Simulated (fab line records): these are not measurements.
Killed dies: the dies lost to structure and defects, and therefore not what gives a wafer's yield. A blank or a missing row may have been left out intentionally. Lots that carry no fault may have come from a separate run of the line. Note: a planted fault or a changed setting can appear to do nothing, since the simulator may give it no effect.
fab line records	flow nand_harc
[record] lots = 11	wafers = 33	last_day = 34
route steps=1302 shown P_ZERO_WELL@16 END@1302
lots with no fault: from the same line, run without faults
start_h: start of the lot's first displayed wafer, in hours after the record's first day	wait_h: how many hours have passed since the lot's step before this one	" the same as in the row above	L1.1+2: one row covering several wafers at once	- no value, or no start given	* or withheld: withheld	< > ~ a bound
route shown NAME@n: names a module that has steps shown in the file, with the first one's number in the route	usual: mean/standard deviation of fault-free wafers	same: alike in all rows	chamber/n: place in a boat	sites: each site's reading	_std_site: standard deviation across them	_edge_site: the outer-site mean with the inner-site mean subtracted	radius_mm: for every site, how far away it sits from the centre of the wafer	mask NAME#n: copy n	behind: the most recent tool/chamber to have shaped the wafer	hold: cause of the lot's hold/its duration in hours/its outcome	device: transistor that didn't switch, given as n, p or np	end of line: the tests these same wafers got at the end of their route	a step with no rows: only its recipe	killed: dies that structure and defects cost at the first sort, which is not the same as the wafer's yield	map: a wafer's dies, marking killed ones x, the rest . and places with no die _
set.NAME: the run value of the setting; set.NAME@STEP: its run value at that earlier step	model.NAME: the simulator's own value behind a step, which no gauge read
one table for each step of the route and one row for each wafer, over a sample of lots
services: the hour from which a tool's chamber was out of use, counted from the record's first day as start_h (under 0 if before that day), plus the number of hours and why
[[steps]]
[step NHARC_P_ZERO_WELL_DESCUM_13]
[recipe] time_s = 3	o2_flow_sccm = 200	ar_flow_sccm = 0	bias_power_w = 0	chemistry = O2
[usual] drypump_motor_current_A = 5.7/0.52	oes_product_au = 0.999/0.011	rf_vpp_V = 57.9/0.96	showerhead_plenum_p_Torr = 1.93/0.091	throttle_valve_pct = 11.313/0.0092
lot.wafer	tool	chamber	start_h	wait_h	drypump_motor_current_A	oes_product_au	rf_hours_counter_h	rf_vpp_V	showerhead_plenum_p_Torr	throttle_valve_pct
L399.3	rie_diel-06	2	31.47	-	5.2	1.009	20	56.8	1.78	11.317
L399.4	"	3	"	"	6.4	0.995	23	57.3	1.91	11.311
L399.6	"	0	"	"	5.8	1.026	-	57.0	1.96	11.313
L400.3	rie_diel-13	3	41.43	-	6.4	1.008	17	57.2	1.85	11.318
L400.4	"	1	"	"	5.3	1.001	12	56.7	1.98	11.323
L400.6	"	2	"	"	5.1	0.995	-	56.8	2.02	11.305
L402.1	rie_diel-13	1	61.29	-	5.3	1.004	17	57.9	1.98	11.318
L402.4	"	2	"	"	5.1	0.989	19	58.3	2.02	11.311
L402.5	"	0	"	"	5.1	0.965	-	59.4	2.07	11.309
L403.2	rie_diel-09	3	71.47	-	6.0	1.009	37	58.4	1.80	11.335
L403.5	"	1	"	"	5.8	1.016	-	57.0	1.80	11.310
L403.6	"	2	"	"	6.2	1.010	-	57.6	1.93	11.301
L404.3	rie_diel-06	2	81.36	-	5.2	1.002	33	57.0	1.77	11.306
L404.5	"	2	"	"	5.2	1.011	-	58.4	1.77	11.311
L404.6	"	3	"	"	6.4	0.993	-	56.4	1.91	11.334
L405.2	rie_diel-13	0	91.60	-	5.1	0.983	30	58.6	2.07	11.307
L405.3	"	2	"	"	5.1	1.002	28	57.9	2.01	11.306
L405.5	"	0	"	"	5.1	0.977	-	60.1	2.07	11.311
L408.1	rie_diel-06	1	121.44	-	5.9	0.998	45	57.9	1.98	11.296
L408.3	"	3	"	"	6.4	0.997	49	58.0	1.90	11.313
L408.5	"	1	"	"	6.0	0.993	-	57.8	1.98	11.328
L409.4	rie_diel-09	2	131.48	-	6.2	1.008	58	58.1	1.92	11.313
L409.2	"	3	"	"	6.0	0.997	64	57.1	1.80	11.301
L409.6	"	2	"	"	6.2	1.004	-	59.2	1.92	11.304
L411.2	rie_diel-06	2	151.68	-	5.2	1.005	3	59.9	2.08	11.303
L411.4	"	3	"	"	6.4	1.004	3	59.0	1.90	11.330
L411.6	"	1	"	"	5.9	1.007	-	56.2	1.98	11.305
L420.4	rie_diel-13	2	241.28	-	5.1	0.988	22	57.5	2.00	11.297
L420.3	"	1	"	"	5.3	1.006	20	57.8	1.96	11.327
L420.5	"	2	"	"	5.1	0.980	-	57.6	2.00	11.320
L421.3	rie_diel-13	3	251.39	-	6.4	0.990	24	56.3	1.83	11.313
L421.4	"	1	"	"	5.3	0.990	22	57.9	1.96	11.315
L421.6	"	3	"	"	6.4	0.983	-	57.3	1.83	11.309
[step NHARC_P_ZERO_WELL_ETCH_62]
[recipe] target_depth_a = 130	time_s = 6.5	chf3_flow_sccm = 50	ar_flow_sccm = 200	rf_w = 500	bias_w = 200	chemistry = CHF3/Ar
[usual] drypump_motor_current_A = 5.6/0.52	oes_product_au = 0.957/0.015	rf_vpp_V = 371.2/2.5	showerhead_plenum_p_Torr = 2.37/0.1	throttle_valve_pct = 20.216/0.0091
lot.wafer	tool	chamber	start_h	wait_h	drypump_motor_current_A	oes_product_au	rf_hours_counter_h	rf_vpp_V	showerhead_plenum_p_Torr	throttle_valve_pct
L399.3	rie_diel-06	3	-	-	6.4	0.954	23	371.3	2.34	20.223
L399.4	"	1	"	"	5.9	0.930	22	372.6	2.44	20.218
L399.6	"	3	"	"	6.4	0.957	-	368.9	2.34	20.210
L400.3	rie_diel-13	1	-	-	5.3	0.973	12	372.2	2.42	20.219
L400.4	"	3	"	"	6.4	0.955	17	367.8	2.27	20.210
L400.6	"	1	"	"	5.4	0.975	-	372.4	2.42	20.207
L402.4	rie_diel-13	1	-	-	5.4	0.978	17	371.5	2.42	20.205
L402.1	"	2	"	"	5.1	0.988	19	372.9	2.46	20.228
L402.5	"	3	"	"	6.4	0.963	-	367.9	2.27	20.221
L403.2	rie_diel-09	1	-	-	5.8	0.956	32	367.2	2.21	20.220
L403.6	"	2	"	"	6.2	0.950	-	371.2	2.36	20.237
L403.5	"	3	"	"	5.9	0.955	-	369.6	2.22	20.217
L404.3	rie_diel-06	3	-	-	6.4	0.934	35	370.0	2.34	20.235
L404.5	"	0	"	"	5.8	0.994	-	372.1	2.39	20.214
L404.6	"	1	"	"	5.9	0.963	-	371.7	2.43	20.218
L405.2	rie_diel-13	3	-	-	6.4	0.960	30	368.8	2.26	20.223
L405.3	"	2	"	"	5.1	0.982	28	370.4	2.46	20.206
L405.5	"	0	"	"	5.0	0.937	-	376.1	2.52	20.210
L408.1	rie_diel-06	0	-	-	5.8	0.954	48	373.7	2.39	20.225
L408.3	"	1	"	"	6.0	0.942	45	371.1	2.43	20.231
L408.5	"	0	"	"	5.8	0.949	-	372.0	2.39	20.217
L409.4	rie_diel-09	0	-	-	4.9	0.955	66	371.7	2.37	20.212
L409.2	"	2	"	"	6.2	0.961	58	370.2	2.35	20.219
L409.6	"	3	"	"	6.0	0.973	-	368.3	2.21	20.226
L411.4	rie_diel-06	0	-	-	5.8	0.945	6	372.3	2.38	20.211
L411.2	"	1	"	"	6.0	0.933	6	372.4	2.42	20.209
L411.6	"	3	"	"	6.4	0.947	-	370.5	2.33	20.220
L420.4	rie_diel-13	1	-	-	5.4	0.980	20	372.7	2.40	20.216
L420.3	"	3	"	"	6.4	0.953	23	368.8	2.25	20.225
L420.5	"	1	"	"	5.3	0.981	-	373.2	2.40	20.221
L421.3	rie_diel-13	2	-	-	5.1	0.967	24	372.9	2.45	20.230
L421.4	"	3	"	"	6.4	0.952	24	368.1	2.25	20.222
L421.6	"	1	"	"	5.3	0.972	-	372.2	2.40	20.218
[step NHARC_P_ZERO_WELL_EXPOSE_21]
[recipe] na = 0.6	target_cd_nm = 720	dose_mj = 22.31	mask_id = P_NWELL
[usual] exposure_dose_mJ_cm2 = 22.309/0.021	focus_offset_nm = 0.0/0.54
lot.wafer	tool	chamber	start_h	wait_h	mask	exposure_dose_mJ_cm2	focus_offset_nm
L399.3	krf_scanner-03	0	32.68	-	P_NWELL#0	22.262	-1.2
L399.4	"	0	"	"	P_NWELL#0	22.304	0.0
L399.6	"	0	"	"	P_NWELL#0	22.280	-0.1
L400.3	krf_scanner-01	0	42.47	-	P_NWELL#0	22.340	0.4
L400.4	"	0	"	"	P_NWELL#0	22.327	0.6
L400.6	"	0	"	"	P_NWELL#0	22.323	0.2
L402.1	krf_scanner-01	0	62.35	-	P_NWELL#0	22.288	0.9
L402.4	"	0	"	"	P_NWELL#0	22.297	-0.3
L402.5	"	0	"	"	P_NWELL#0	22.280	-0.1
L403.2	krf_scanner-03	0	72.58	-	P_NWELL#0	22.306	0.4
L403.5	"	0	"	"	P_NWELL#0	22.323	-0.2
L403.6	"	0	"	"	P_NWELL#0	22.293	0.4
L404.3	krf_scanner-01	0	82.43	-	P_NWELL#0	22.349	0.3
L404.5	"	0	"	"	P_NWELL#0	22.316	0.3
L404.6	"	0	"	"	P_NWELL#0	22.328	1.1
L405.2	krf_scanner-01	0	92.65	-	P_NWELL#0	22.297	-0.8
L405.3	"	0	"	"	P_NWELL#0	22.320	-0.3
L405.5	"	0	"	"	P_NWELL#0	22.291	-0.8
L408.1	krf_scanner-03	0	122.57	-	P_NWELL#0	22.303	-0.6
L408.3	"	0	"	"	P_NWELL#0	22.313	0.1
L408.5	"	0	"	"	P_NWELL#0	22.276	-1.0
L409.2	krf_scanner-04	0	132.56	-	P_NWELL#0	22.326	-0.2
L409.4	"	0	"	"	P_NWELL#0	22.352	-0.7
L409.6	"	0	"	"	P_NWELL#0	22.337	-0.3
L411.2	krf_scanner-01	0	152.91	-	P_HVPW#0	22.311	0.3
L411.4	"	0	"	"	P_HVPW#0	22.304	0.8
L411.6	"	0	"	"	P_HVPW#0	22.300	0.3
L420.3	krf_scanner-04	0	242.32	-	P_NWELL#0	22.327	0.3
L420.4	"	0	"	"	P_NWELL#0	22.324	-1.0
L420.5	"	0	"	"	P_NWELL#0	22.345	0.2
L421.3	krf_scanner-04	0	252.30	-	P_NWELL#0	22.290	0.3
L421.4	"	0	"	"	P_NWELL#0	22.287	0.2
L421.6	"	0	"	"	P_NWELL#0	22.285	0.4
[step NHARC_P_ZERO_WELL_CD_MEAS_24]
[recipe] target_cd_nm = 720	landing_energy_ev = 500
[usual] cd_nm = 720.5/1.6
lot.wafer	tool	chamber	start_h	wait_h	cd_nm
L399.3	cd_sem-02	0	32.83	-	719.8
L399.4	"	0	"	"	720.0
L399.6	"	0	"	"	719.8
L400.3	cd_sem-02	0	42.62	-	719.9
L400.4	"	0	"	"	720.7
L400.6	"	0	"	"	721.3
L402.1	cd_sem-03	0	62.51	-	719.8
L402.4	"	0	"	"	718.5
L402.5	"	0	"	"	720.3
L403.2	cd_sem-02	0	72.73	-	721.4
L403.5	"	0	"	"	719.0
L403.6	"	0	"	"	719.9
L404.3	cd_sem-03	0	82.58	-	721.7
L404.5	"	0	"	"	720.3
L404.6	"	0	"	"	720.2
L405.2	cd_sem-03	0	92.80	-	717.7
L405.3	"	0	"	"	719.5
L405.5	"	0	"	"	719.6
L408.1	cd_sem-02	0	122.72	-	718.6
L408.3	"	0	"	"	720.0
L408.5	"	0	"	"	719.9
L409.2	cd_sem-01	0	132.71	-	721.0
L409.4	"	0	"	"	720.4
L409.6	"	0	"	"	719.7
L411.2	cd_sem-01	0	153.07	-	-
L411.4	"	0	"	"	-
L411.6	"	0	"	"	-
L420.3	cd_sem-02	0	242.46	-	719.3
L420.4	"	0	"	"	720.6
L420.5	"	0	"	"	722.8
L421.3	cd_sem-02	0	252.45	-	717.4
L421.4	"	0	"	"	720.9
L421.6	"	0	"	"	721.4
[step NHARC_P_ZERO_WELL_INSPECT_43]
[usual] raw_defect_count = 13/6.6
lot.wafer	tool	chamber	start_h	wait_h	raw_defect_count
L399.3	defect_inspect-02	-	37.79	0.4	24
L399.4	"	-	"	"	4
L399.6	"	-	"	"	21
L400.3	defect_inspect-02	-	47.75	0.4	10
L400.4	"	-	"	"	14
L400.6	"	-	"	"	6
L402.1	defect_inspect-01	-	67.62	0.6	14
L402.4	"	-	"	"	9
L402.5	"	-	"	"	23
L403.2	defect_inspect-02	-	78.28	0.9	15
L403.5	"	-	"	"	12
L403.6	"	-	"	"	12
L404.3	defect_inspect-01	-	87.61	0.4	7
L404.5	"	-	"	"	9
L404.6	"	-	"	"	8
L405.2	defect_inspect-02	-	98.27	0.5	8
L405.3	"	-	"	"	11
L405.5	"	-	"	"	4
L408.1	defect_inspect-01	-	127.94	0.6	15
L408.3	"	-	"	"	8
L408.5	"	-	"	"	18
L409.2	defect_inspect-02	-	137.97	0.5	7
L409.4	"	-	"	"	4
L409.6	"	-	"	"	6
L411.2	defect_inspect-02	-	158.19	0.5	10
L411.4	"	-	"	"	21
L411.6	"	-	"	"	15
L420.3	defect_inspect-02	-	247.39	0.4	11
L420.4	"	-	"	"	9
L420.5	"	-	"	"	14
L421.3	defect_inspect-01	-	257.41	0.4	13
L421.4	"	-	"	"	13
L421.6	"	-	"	"	31
[step NHARC_END_SORT_01]
[recipe] temp_c = 25
[usual] killed_at_array = 51/18	killed_at_other = 1.0/1.2	killed_at_periphery = 3.7/2.9	killed_dies = 55/19	killed_open = 3.5/1.9	killed_short = 2.6/1.6
[same] gross_dies = 677
lot.wafer	tool	chamber	start_h	wait_h	hold	killed_at_array	killed_at_other	killed_at_periphery	killed_dies	killed_open	killed_short
L399.3	prober-01	0	571.27	3.1	-	67	2	8	77	6	1
L399.4	prober-01	0	572.07	3.4	-	54	5	3	62	1	3
L399.6	prober-01	0	573.66	4.0	-	69	3	4	76	1	4
L402.1	prober-01	0	585.43	2.5	-	18	3	2	23	4	2
L402.4	prober-01	0	587.81	3.4	-	26	0	1	27	9	2
L402.5	prober-01	0	588.61	3.7	-	21	1	2	24	10	1
L400.3	prober-01	0	594.84	3.1	-	53	0	1	54	4	4
L400.4	prober-01	0	595.64	3.4	-	51	3	4	58	7	1
L400.6	prober-01	0	597.25	4.0	-	44	0	2	46	4	2
L403.2	prober-02	0	606.13	2.8	-	60	0	4	64	5	3
L403.5	prober-02	0	608.56	3.7	-	53	0	1	54	2	1
L403.6	prober-02	0	609.37	4.0	-	78	0	3	81	3	4
L404.3	prober-01	0	606.93	3.1	-	57	1	2	60	5	2
L404.5	prober-01	0	608.54	3.7	-	54	3	3	60	3	3
L404.6	prober-01	0	609.35	4.0	-	55	1	1	57	4	2
L405.2	prober-02	0	637.51	2.8	-	68	0	3	71	3	1
L405.3	prober-02	0	638.31	3.1	-	68	0	2	70	5	3
L405.5	prober-02	0	639.92	3.7	-	68	0	1	69	2	1
L408.1	prober-02	0	660.06	2.5	-	19	1	1	21	3	2
L408.3	prober-02	0	661.66	3.1	-	29	0	1	30	3	3
L408.5	prober-02	0	663.26	3.7	-	22	1	1	24	5	1
L409.2	prober-01	0	683.72	2.8	-	29	0	0	29	6	2
L409.4	prober-01	0	685.36	3.4	-	26	0	5	31	5	2
L409.6	prober-01	0	686.99	4.1	-	35	0	3	38	3	3
L411.2	prober-01	0	717.35	2.8	await_dispo/4.1h/scrap	65	3	609	677	4	4
L411.4	prober-01	0	719.00	3.5	await_dispo/4.1h/scrap	45	2	630	677	2	0
L411.6	prober-01	0	720.64	4.1	await_dispo/4.1h/scrap	62	0	615	677	5	4
L421.3	prober-02	0	796.64	3.1	-	35	0	1	36	6	6
L421.4	prober-02	0	797.45	3.4	-	65	1	4	70	6	2
L421.6	prober-02	0	799.06	4.0	-	53	0	1	54	5	3
L420.3	prober-01	0	815.06	3.1	-	25	0	2	27	3	3
L420.4	prober-01	0	815.86	3.4	-	27	0	1	28	3	4
L420.5	prober-01	0	816.66	3.7	-	18	0	0	18	1	1
// killed by level:class
L399.3 A_CHANNEL_HOLE_D2:chamber_film_flake=28 A_CHANNEL_HOLE_D1:chamber_film_flake=27 P_M1:chamber_film_flake=4 A_WL_FILL:chamber_film_flake=4 A_CHANNEL_FILL_D1:geometric_particle:open=2 A_CONTACT:chamber_film_flake=2 P_CONTACT:geometric_particle:short=1 P_CONTACT:geometric_particle:open=1
L399.4 A_CHANNEL_HOLE_D1:chamber_film_flake=24 A_CHANNEL_HOLE_D2:chamber_film_flake=24 THIN_TSV:chamber_film_flake=3 A_WL_FILL:chamber_film_flake=2 HYBRID_BOND:chamber_film_flake=2 P_M0:geometric_particle:open=1 A_DECK1_JOINT:geometric_particle:short=1 A_CHANNEL_FILL_D2:geometric_particle:short=1
L399.6 A_CHANNEL_HOLE_D2:chamber_film_flake=31 A_CHANNEL_HOLE_D1:chamber_film_flake=29 P_M1:chamber_film_flake=2 A_CHANNEL_FILL_D2:chamber_film_flake=2 A_CONTACT:chamber_film_flake=2 THIN_TSV:chamber_film_flake=2 P_M0:geometric_particle:short=1 A_CHANNEL_FILL_D2:geometric_particle:short=1
L402.1 A_CONTACT:chamber_film_flake=10 THIN_TSV:chamber_film_flake=3 A_CHANNEL_HOLE_D1:chamber_film_flake=2 P_GATE:geometric_particle:short=1 P_M0:geometric_particle:open=1 A_ONON_D2:geometric_particle:short=1 A_CHANNEL_HOLE_D2:geometric_particle:open=1 A_CONTACT:geometric_particle:open=1
L402.4 A_CONTACT:chamber_film_flake=4 A_CHANNEL_HOLE_D1:chamber_film_flake=4 A_BLC:chamber_film_flake=3 A_ONON_D1:geometric_particle:open=2 A_DECK1_JOINT:geometric_particle:open=2 A_ONON_D2:geometric_particle:open=2 A_CHANNEL_HOLE_D2:chamber_film_flake=2 A_STAIRCASE:chamber_film_flake=2
L402.5 A_CONTACT:chamber_film_flake=5 A_CHANNEL_HOLE_D2:chamber_film_flake=3 A_DECK1_JOINT:geometric_particle:open=2 A_CHANNEL_FILL_D2:geometric_particle:open=2 A_CHANNEL_HOLE_D1:chamber_film_flake=2 P_ZERO_WELL:geometric_particle:open=1 P_CONTACT:geometric_particle:open=1 A_CHANNEL_HOLE_D1:geometric_particle:short=1
L400.3 A_CHANNEL_HOLE_D1:chamber_film_flake=36 A_CONTACT:chamber_film_flake=5 A_CHANNEL_FILL_D1:geometric_particle:short=2 A_CHANNEL_HOLE_D2:chamber_film_flake=2 P_M0:geometric_particle:open=1 A_CHANNEL_FILL_D2:geometric_particle:short=1 A_STAIRCASE:geometric_particle:short=1 A_WL_FILL:geometric_particle:open=1
L400.4 A_CHANNEL_HOLE_D1:chamber_film_flake=37 A_CHANNEL_HOLE_D2:chamber_film_flake=5 P_CONTACT:geometric_particle:open=2 A_WL_FILL:geometric_particle:open=2 A_STAIRCASE:chamber_film_flake=2 A_CONTACT:chamber_film_flake=2 THIN_TSV:chamber_film_flake=2 P_M2:geometric_particle:open=1
L400.6 A_CHANNEL_HOLE_D1:chamber_film_flake=32 A_CONTACT:chamber_film_flake=5 A_CHANNEL_HOLE_D2:chamber_film_flake=3 P_GATE:geometric_particle:open=1 P_M0:geometric_particle:open=1 A_ONON_D1:geometric_particle:open=1 A_CHANNEL_HOLE_D2:geometric_particle:short=1 A_SGD_CUT:geometric_particle:short=1
L403.2 A_CHANNEL_HOLE_D2:chamber_film_flake=31 A_SLIT:chamber_film_flake=12 A_CHANNEL_HOLE_D1:chamber_film_flake=5 P_M0:geometric_particle:open=2 P_ZERO_WELL:chamber_film_flake=2 A_ZERO_WELL:chamber_film_flake=2 A_ONON_D1:geometric_particle:open=1 A_ONON_D2:geometric_particle:short=1
L404.3 A_CHANNEL_HOLE_D1:chamber_film_flake=36 A_CHANNEL_HOLE_D2:chamber_film_flake=5 A_DECK1_JOINT:chamber_film_flake=3 A_SGD_CUT:chamber_film_flake=3 A_CHANNEL_FILL_D1:geometric_particle:open=2 A_WL_FILL:geometric_particle:short=2 A_CHANNEL_FILL_D1:chamber_film_flake=2 P_CONTACT:geometric_particle:open=1
L404.5 A_CHANNEL_HOLE_D1:chamber_film_flake=39 A_CHANNEL_HOLE_D2:chamber_film_flake=7 A_DECK1_JOINT:chamber_film_flake=2 THIN_TSV:chamber_film_flake=2 P_M0:geometric_particle:short=1 P_M2:geometric_particle:open=1 A_ONON_D1:geometric_particle:short=1 A_ONON_D2:geometric_particle:open=1
L403.5 A_CHANNEL_HOLE_D2:chamber_film_flake=34 A_SLIT:chamber_film_flake=10 A_CONTACT:chamber_film_flake=4 A_CHANNEL_FILL_D1:geometric_particle:open=1 A_WL_FILL:geometric_particle:short=1 A_WL_FILL:geometric_particle:open=1 P_GATE:chamber_film_flake=1 A_CHANNEL_HOLE_D1:chamber_film_flake=1
L404.6 A_CHANNEL_HOLE_D1:chamber_film_flake=31 A_CHANNEL_HOLE_D2:chamber_film_flake=5 A_DECK1_JOINT:chamber_film_flake=3 A_SGD_CUT:chamber_film_flake=3 A_CONTACT:chamber_film_flake=3 A_BLC:geometric_particle:open=2 A_CHANNEL_FILL_D1:geometric_particle:short=1 A_CHANNEL_FILL_D2:geometric_particle:short=1
L403.6 A_SLIT:chamber_film_flake=33 A_CHANNEL_HOLE_D2:chamber_film_flake=32 A_CONTACT:chamber_film_flake=5 A_STAIRCASE:chamber_film_flake=2 P_CONTACT:geometric_particle:open=1 P_M0:geometric_particle:open=1 P_M0:geometric_particle:short=1 A_ONON_D1:geometric_particle:short=1
L405.2 A_CHANNEL_HOLE_D1:chamber_film_flake=28 A_SLIT:chamber_film_flake=26 A_CHANNEL_HOLE_D2:chamber_film_flake=5 A_STAIRCASE:chamber_film_flake=2 P_CONTACT:geometric_particle:open=1 A_SOURCE_PLATE:geometric_particle:short=1 A_ONON_D2:geometric_particle:open=1 A_BLC:geometric_particle:open=1
L405.3 A_CHANNEL_HOLE_D1:chamber_film_flake=32 A_CHANNEL_HOLE_D2:chamber_film_flake=9 A_SLIT:chamber_film_flake=8 A_M0:chamber_film_flake=3 A_CHANNEL_FILL_D1:geometric_particle:short=2 A_ZERO_WELL:chamber_film_flake=2 A_DECK1_JOINT:chamber_film_flake=2 A_CONTACT:chamber_film_flake=2
L405.5 A_CHANNEL_HOLE_D1:chamber_film_flake=32 A_SLIT:chamber_film_flake=20 A_CHANNEL_HOLE_D2:chamber_film_flake=6 A_M0:chamber_film_flake=3 A_ZERO_WELL:chamber_film_flake=2 P_GATE:geometric_particle:open=1 A_WL_FILL:geometric_particle:short=1 A_M0:geometric_particle:open=1
L408.1 A_CONTACT:chamber_film_flake=5 A_STAIRCASE:chamber_film_flake=4 A_WL_FILL:chamber_film_flake=2 A_CHANNEL_FILL_D1:geometric_particle:open=1 A_CHANNEL_FILL_D2:geometric_particle:short=1 A_CHANNEL_FILL_D2:geometric_particle:open=1 A_SGD_CUT:geometric_particle:open=1 A_WL_FILL:geometric_particle:short=1
L408.3 A_STAIRCASE:chamber_film_flake=6 A_CHANNEL_HOLE_D1:chamber_film_flake=5 A_CONTACT:chamber_film_flake=5 A_SLIT:chamber_film_flake=4 A_CHANNEL_FILL_D2:chamber_film_flake=2 A_BONDPAD:chamber_film_flake=2 P_CONTACT:geometric_particle:open=1 A_ONON_D1:geometric_particle:short=1
L408.5 A_STAIRCASE:chamber_film_flake=3 A_DECK1_JOINT:geometric_particle:open=2 A_CHANNEL_HOLE_D1:chamber_film_flake=2 A_CHANNEL_FILL_D2:chamber_film_flake=2 A_CONTACT:chamber_film_flake=2 A_BONDPAD:chamber_film_flake=2 A_CHANNEL_FILL_D1:geometric_particle:open=1 A_ONON_D2:geometric_particle:open=1
L409.2 A_CHANNEL_HOLE_D2:chamber_film_flake=6 A_STAIRCASE:chamber_film_flake=6 A_SLIT:chamber_film_flake=5 A_SOURCE_PLATE:geometric_particle:open=2 A_ONON_D2:geometric_particle:short=2 A_CHANNEL_FILL_D1:geometric_particle:open=1 A_CHANNEL_FILL_D2:geometric_particle:open=1 A_BLC:geometric_particle:open=1
L409.4 A_STAIRCASE:chamber_film_flake=7 A_CONTACT:chamber_film_flake=6 A_CHANNEL_HOLE_D1:chamber_film_flake=3 A_CHANNEL_HOLE_D2:chamber_film_flake=3 P_M1:geometric_particle:open=2 A_ONON_D1:geometric_particle:short=2 P_GATE:chamber_film_flake=2 A_SLIT:chamber_film_flake=2
L409.6 A_CHANNEL_HOLE_D1:chamber_film_flake=9 A_STAIRCASE:chamber_film_flake=7 A_CHANNEL_HOLE_D2:chamber_film_flake=4 A_SLIT:chamber_film_flake=4 A_DECK1_JOINT:geometric_particle:short=3 P_GATE:chamber_film_flake=2 A_CHANNEL_FILL_D2:chamber_film_flake=2 A_WL_FILL:chamber_film_flake=2
L411.2 P_ZERO_WELL:area_expose=604 A_CHANNEL_HOLE_D1:chamber_film_flake=39 A_CONTACT:chamber_film_flake=6 A_SLIT:chamber_film_flake=5 THIN_TSV:chamber_film_flake=3 A_ONON_D1:geometric_particle:short=2 A_ONON_D2:geometric_particle:open=2 P_GATE:chamber_film_flake=2
L411.4 P_ZERO_WELL:area_expose=622 A_CHANNEL_HOLE_D1:chamber_film_flake=28 P_GATE:chamber_film_flake=6 A_CONTACT:chamber_film_flake=6 A_STAIRCASE:chamber_film_flake=4 A_SLIT:chamber_film_flake=3 THIN_TSV:chamber_film_flake=2 P_M1:geometric_particle:open=1
L411.6 P_ZERO_WELL:area_expose=602 A_CHANNEL_HOLE_D1:chamber_film_flake=37 P_GATE:chamber_film_flake=8 A_CONTACT:chamber_film_flake=6 A_CHANNEL_FILL_D1:chamber_film_flake=4 A_SLIT:chamber_film_flake=4 A_CHANNEL_FILL_D1:geometric_particle:short=2 P_ZERO_WELL:chamber_film_flake=2
L421.3 A_SLIT:chamber_film_flake=11 A_WL_FILL:chamber_film_flake=4 A_CONTACT:chamber_film_flake=4 A_DECK1_JOINT:geometric_particle:short=2 A_CHANNEL_FILL_D2:geometric_particle:open=2 A_BLC:geometric_particle:open=2 A_M0:geometric_particle:open=2 A_CHANNEL_HOLE_D2:chamber_film_flake=2
L421.4 A_CHANNEL_HOLE_D2:chamber_film_flake=29 A_SLIT:chamber_film_flake=23 A_CONTACT:chamber_film_flake=5 A_DECK1_JOINT:chamber_film_flake=2 P_CONTACT:geometric_particle:short=1 P_M0:geometric_particle:open=1 P_M1:geometric_particle:open=1 A_CHANNEL_HOLE_D1:geometric_particle:open=1
L421.6 A_CHANNEL_HOLE_D2:chamber_film_flake=24 A_SLIT:chamber_film_flake=15 A_CHANNEL_HOLE_D1:geometric_particle:open=2 A_WL_FILL:chamber_film_flake=2 A_CONTACT:chamber_film_flake=2 A_SOURCE_PLATE:geometric_particle:short=1 A_DECK1_JOINT:geometric_particle:short=1 A_CHANNEL_FILL_D2:geometric_particle:short=1
L420.3 A_SLIT:chamber_film_flake=9 A_CONTACT:chamber_film_flake=5 A_M0:chamber_film_flake=3 A_CHANNEL_FILL_D2:geometric_particle:open=2 P_M2:geometric_particle:short=1 A_ONON_D1:geometric_particle:open=1 A_CHANNEL_FILL_D1:geometric_particle:short=1 A_CHANNEL_FILL_D2:geometric_particle:short=1
L420.4 A_SLIT:chamber_film_flake=6 A_CHANNEL_FILL_D1:chamber_film_flake=3 A_CONTACT:chamber_film_flake=3 A_M0:chamber_film_flake=3 A_STAIRCASE:chamber_film_flake=2 P_GATE:geometric_particle:open=1 A_CHANNEL_HOLE_D1:geometric_particle:short=1 A_ONON_D2:geometric_particle:short=1
L420.5 A_SLIT:chamber_film_flake=9 A_CONTACT:chamber_film_flake=3 A_ONON_D1:geometric_particle:short=1 A_M1:geometric_particle:open=1 A_DECK1_JOINT:chamber_film_flake=1 A_CHANNEL_HOLE_D2:chamber_film_flake=1 A_WL_FILL:chamber_film_flake=1 A_M0:chamber_film_flake=1
[[services]]
tool	chamber	start_h	hours	kind
rie_diel-09	2	9.64	7.8	repair
krf_scanner-04	-	10.00	4.0	pm
krf_scanner-03	-	57.18	4.0	pm
krf_scanner-04	-	59.62	4.0	repair
rie_diel-13	1	93.53	1.3	repair
rie_diel-13	2	95.69	5.6	repair
rie_diel-13	-	99.03	34.3	repair
krf_scanner-01	-	122.50	3.7	repair
rie_diel-06	-	130.38	9.0	pm
rie_diel-09	-	143.23	9.0	pm
rie_diel-13	-	145.04	0.6	repair
krf_scanner-03	-	160.23	6.2	repair
krf_scanner-01	-	163.21	4.0	pm
rie_diel-13	-	165.06	9.0	pm
krf_scanner-04	-	168.25	0.5	repair
rie_diel-06	2	169.46	10.2	repair
krf_scanner-04	-	182.00	4.0	pm
krf_scanner-04	-	190.09	5.0	repair
krf_scanner-01	-	191.88	4.6	repair
rie_diel-09	1	197.35	3.9	repair
rie_diel-09	0	198.03	3.8	repair
rie_diel-09	2	208.66	46.3	repair
rie_diel-13	3	245.21	2.5	repair
krf_scanner-01	-	250.38	5.2	repair
[[key]]
[first_sign] step = NHARC_P_ZERO_WELL_EXPOSE_21	reading = mask	direction = changed
[effect] step = NHARC_P_ZERO_WELL_CD_MEAS_24	reading = cd_nm	direction = missing
[effect] step = NHARC_END_SORT_01	reading = killed_at_periphery	direction = up	sigmas = 99+	usual = 3.7	struck = 618
[more_kills_born_at] NHARC_P_ZERO_WELL_EXPOSE_21@krf_scanner-01 = 1828
met_at NHARC_P_ZERO_WELL_EXPOSE_21
struck_lots L411
later_rows_left_out L411.2,L411.4,L411.6
tester_left_out L411
not_acting_at NHARC_P_ZERO_WELL_DESCUM_13,NHARC_P_ZERO_WELL_ETCH_62,NHARC_P_ZERO_WELL_INSPECT_43
onset_between 92.65 152.91
[fault] kind = wrong_mask	tool = any	chamber = -	onset_h = 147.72	steps = NHARC_P_ZERO_WELL_EXPOSE_21	aux_copy = P_HVPW#0	scope = struck_lots_only
// tester_left_out: of these lots the tester's yield and bins aren't shown, on N5 and GAA mostly nor the transistor test; their killed dies are dies lost to structure and defects alone, not to doping, threshold or leakage, so they don't give the yield
// later_rows_left_out: the simulator's readings of these wafers behind a module that went badly wrong aren't trusted and aren't shown, but for the sort
